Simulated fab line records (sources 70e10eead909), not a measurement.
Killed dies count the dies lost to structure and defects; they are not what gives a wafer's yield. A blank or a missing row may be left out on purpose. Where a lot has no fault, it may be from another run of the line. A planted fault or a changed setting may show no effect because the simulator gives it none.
The same fault as seen by 3 desks    flow nandHarc    only its own numbers are on each desk; what lay behind them is given at the end

## THE DEFECT DESK
Per lot, the means of the sampled wafers with a number show what the inspections along the route counted. Marked OUT: a lot whose mean sits more than 4 standard deviations from the usual mean, which makes it out of limits; the brackets give that distance.
Columns: A = rawDefectCount at NHARC_A_CONTACT_INSPECT_10, usual 83
lot   first seen here  A
L748  day 23 06:44     95
L752  day 24 11:16     61
L753  day 24 15:11     119
L755  day 24 22:06     431 (+11) OUT
L754  day 24 23:53     490 (+13) OUT
L756  day 26 03:37     84
L764  day 29 20:13     109
L766  day 30 03:08     146
L765  day 30 05:10     35
L767  day 30 07:58     73
L768  day 30 12:03     83
L771  day 32 00:37     143
L770  day 32 11:50     89
This desk's verdict: out of limits on L754, L755, starting with L755 at day 24 22:06 (rawDefectCount at NHARC_A_CONTACT_INSPECT_10). In limits: L748, L752, L753, L756, L764, L766, L765, L767, L768, L771, L770.

## AT THE METROLOGY DESK
Lot by lot, what the gauges showed, no matter which tool ran the lot: averages of those sampled wafers that carry a number. Marked OUT: a lot whose mean sits more than 4 standard deviations from the usual mean, which makes it out of limits; the brackets give that distance.
Columns: A = cdNm at NHARC_A_CONTACT_CD_MEAS_80, usual 289.1 nm
lot   first seen here  A
L748  day 23 02:57     289.5
L752  day 24 01:53     288.4
L753  day 24 05:33     288.0
L755  day 24 18:34     289.4
L754  day 24 20:21     287.3
L756  day 25 23:05     289.9
L764  day 29 16:37     288.7
L766  day 29 23:44     290.1
L765  day 30 01:38     288.4
L767  day 30 04:24     290.2
L768  day 30 06:29     289.5
L771  day 31 13:49     290.4
L770  day 32 08:17     287.1
Result from this desk: across the 13 lots, nothing is out of limits.

## DESK OF THE TOOL OWNER: aclDep-03
The tool's own readings at NHARC_A_CONTACT_DEP_84 (deposits aC, target thk 2800 nm): means of the sampled wafers that have a number, for each lot that ran on this tool. Marked OUT: a lot whose mean sits more than 4 standard deviations from the usual mean, which makes it out of limits; the brackets give that distance.
Columns: A = susceptorTempC at NHARC_A_CONTACT_DEP_84, usual 399.98 C; B = throttleValvePct at NHARC_A_CONTACT_DEP_84, usual 34.999 %
lot   first seen here  A       B
L752  day 24 09:08     400.41  35.005
L755  day 24 19:48     400.04  34.991
L754  day 24 22:10     400.02  34.999
L765  day 30 02:35     -       35.002
L771  day 31 22:25     400.11  35.001
L770  day 32 09:22     -       34.999
Result from this desk: across the 6 lots, nothing is out of limits.

## ALL TOGETHER
The defect desk could have raised an alarm at day 24 22:06, on L754, L755.
Metrology desk: nothing out of limits seen.
Nothing out of limits was seen by the tool owner's desk.
The metrology desk holds a record of L754, L755, inside its limits.
On record at the tool owner's desk: L754, L755, within its limits.
The lots listed all ran NHARC_A_CONTACT_DEP_84 on aclDep-03.

## WHAT THE SIMULATOR HAD PUT IN
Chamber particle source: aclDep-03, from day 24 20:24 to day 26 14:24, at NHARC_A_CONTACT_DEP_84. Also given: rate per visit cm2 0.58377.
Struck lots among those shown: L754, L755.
Hours from the fault's start to each desk's first reading out of limits: the defect desk, 2.
